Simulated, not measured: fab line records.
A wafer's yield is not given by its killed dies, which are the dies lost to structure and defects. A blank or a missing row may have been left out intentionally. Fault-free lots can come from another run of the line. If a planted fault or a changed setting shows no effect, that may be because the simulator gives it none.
Problem report, 8D (eight disciplines) form, completed by code    flow nandHarc    the parts of the form that need people (team, actions taken, sign-off) are left out

1. THE ISSUE
Wafers without a fault read 22, standard deviation 9.6; rawDefectCount at NHARC_A_SLIT_INSPECT_11 reads a mean of 446 on 6 wafers belonging to 2 lots. Relative to the usual mean, that is a shift of +44 standard deviations.
Seen first at day 17 14:11 on defectInspect-01, wafer L278.1. At this step, 33 wafers from 11 lots have a number in the record. By rule, "out" or "out of limits" means more than 4 standard deviations away from the usual mean. Any other wafer with a number is counted as sound.

2. WHAT IT IS; WHAT IT IS NOT
question                     is                                  is not
which readings at this step  rawDefectCount                      -
which lots                   L278, L282                          L267, L269, L271, L272, L283, L285, L286, L288, L289
which wafers of those lots   all that have a number              -
read on which gauges         defectInspect-01, defectInspect-02  -
when                         from day 17 14:11                   up to then (12 sound wafers); but 15 sound wafers of L283, L285, L286, L288, L289 came after

3. WHAT RULES OUT EACH SUSPECT
Counting: any tool at a process step up to the reading is kept as a suspect provided that every lot that is out went through it and no sound lot did after the first of them.
- ruled out: the gauge at NHARC_A_SLIT_INSPECT_11. The wafers that are out were read on 2 gauges (defectInspect-01, defectInspect-02).
- rieDiel-11 at NHARC_A_SGD_CUT_STRIP_17 (strips in O2): ruled out as a lasting fault. After its first lot that is out, L278 (day 17 09:59), sound lots L285, L286, L288 ran on it. With no start given for some of its lots, NHARC_A_SGD_CUT_STRIP_17 uses the hours and lot order of NHARC_A_SGD_CUT_CMP_21.
- aclDep-01 at NHARC_A_SLIT_DEP_00 (deposits aC, target thk 3200 nm): kept. It ran every lot that is out, first L278 (day 17 11:20), and no sound lot after that; its last sound lot up to then is L271 (day 15 10:55).
Left after counting: aclDep-01 at NHARC_A_SLIT_DEP_00.

4. THE CAUSE (what the simulator had put in)
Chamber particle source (aclDep-01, NHARC_A_SLIT_DEP_00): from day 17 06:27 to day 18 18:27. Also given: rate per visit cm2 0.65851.
This tool alone remained once counting was done.

5. THE EFFECT CHAIN, in route order
Rows list readings where the struck wafers' mean (over those with a number) sits beyond 3 standard deviations from the usual. Only readings for which the record gives a usual standard deviation are gone through. hours: the time from each lot's start at the first step in this table that gives one to its start at this step, as a median over the lots. sigmas: the change in usual standard deviations.
hours  step                           reading         usual  on struck wafers  change  sigmas
0      NHARC_A_SLIT_INSPECT_11        rawDefectCount  22     446               +424    +44
12     NHARC_A_SIN_REMOVE_INSPECT_04  rawDefectCount  328    813               +485    +4.9
126    NHARC_END_SORT_01              killedAtArray   27     91                +64     +5.8
126    NHARC_END_SORT_01              killedDies      31     95                +64     +5.3

6. HOW IT WOULD HAVE BEEN CAUGHT EARLIER
Counted from the fault's start at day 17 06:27, it took 8 hours until the first out-of-limits reading at a measuring or inspecting step in this record, taken at day 17 14:11.
Of the tool readings at NHARC_A_SLIT_DEP_00 for which the record gives a usual standard deviation, none was out on any struck wafer, so an alarm limit of 4 standard deviations on them would not have fired.
Lots out: 2; of these, L282 started NHARC_A_SLIT_DEP_00 on aclDep-01 after day 17 14:11. It would have been spared by a hold on the tool at that moment.
